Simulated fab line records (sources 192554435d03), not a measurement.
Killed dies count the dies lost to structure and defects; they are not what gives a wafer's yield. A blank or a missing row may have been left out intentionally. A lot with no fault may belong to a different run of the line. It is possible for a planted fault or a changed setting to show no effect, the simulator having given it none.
Chamber matching | flow n5-finfet | N5_SDB_ETCH_18 on rie-diel-06: 4 sister chambers
The step etches SOC in N2/H2, target depth 100 nm, overetch 20 nm, time 150 s. 8 wafers are shown with their chamber, then 8 later ones without.

WAFERS PAIRED WITH THEIR CHAMBERS
wafer  | chamber | drypump-motor-current-A (A) | throttle-valve-pct (%)
L077.4 | 1       | 5.8                         | 17.91
L089.1 | 0       | 5.7                         | 18.09
L089.3 | 1       | 5.8                         | 17.96
L089.4 | 2       | 5.5                         | 17.77
L092.2 | 0       | 5.7                         | 18.10
L092.4 | 3       | 4.9                         | 18.44
L092.6 | 2       | 5.6                         | 17.78
L094.1 | 3       | 4.9                         | 18.45

WAFERS MISSING THEIR CHAMBER
wafer  | drypump-motor-current-A (A) | throttle-valve-pct (%)
L094.2 | 5.8                         | 17.99
L094.4 | 4.9                         | 18.44
L095.3 | 4.9                         | 18.45
L095.4 | 5.8                         | 18.01
L095.6 | 4.9                         | 18.46
L096.2 | 5.8                         | 18.01
L096.4 | 5.8                         | 18.00
L096.6 | 5.7                         | 17.69

WHICH CHAMBER EACH ONE RAN IN
wafer  | from the rows above     | in truth
L094.2 | 1                       | 1
L094.4 | 3                       | 3
L095.3 | 3                       | 3
L095.4 | can't be placed: 1 or 0 | 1
L095.6 | 3                       | 3
L096.2 | can't be placed: 1 or 0 | 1
L096.4 | 1                       | 1
L096.6 | 2                       | 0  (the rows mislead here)
Placed correctly: 5 of 8. Not placeable from these rows: 2 (in 2, the candidates include the true chamber). Number placed wrongly: 1.
How it was worked out, from the rows above alone: a wafer's distance from a chamber is the root of the sum, over the readings, of the square of ((its reading less the chamber's mean) divided by the reading's scatter). The wafer belongs to the nearest chamber; if the next one is less than 2 further off, it can't be placed. A chamber's mean is the mean of its shown wafers. The scatter: the root of (the sum of the squares of (reading less its chamber's mean) over the shown wafers, divided by (wafers less chambers)).
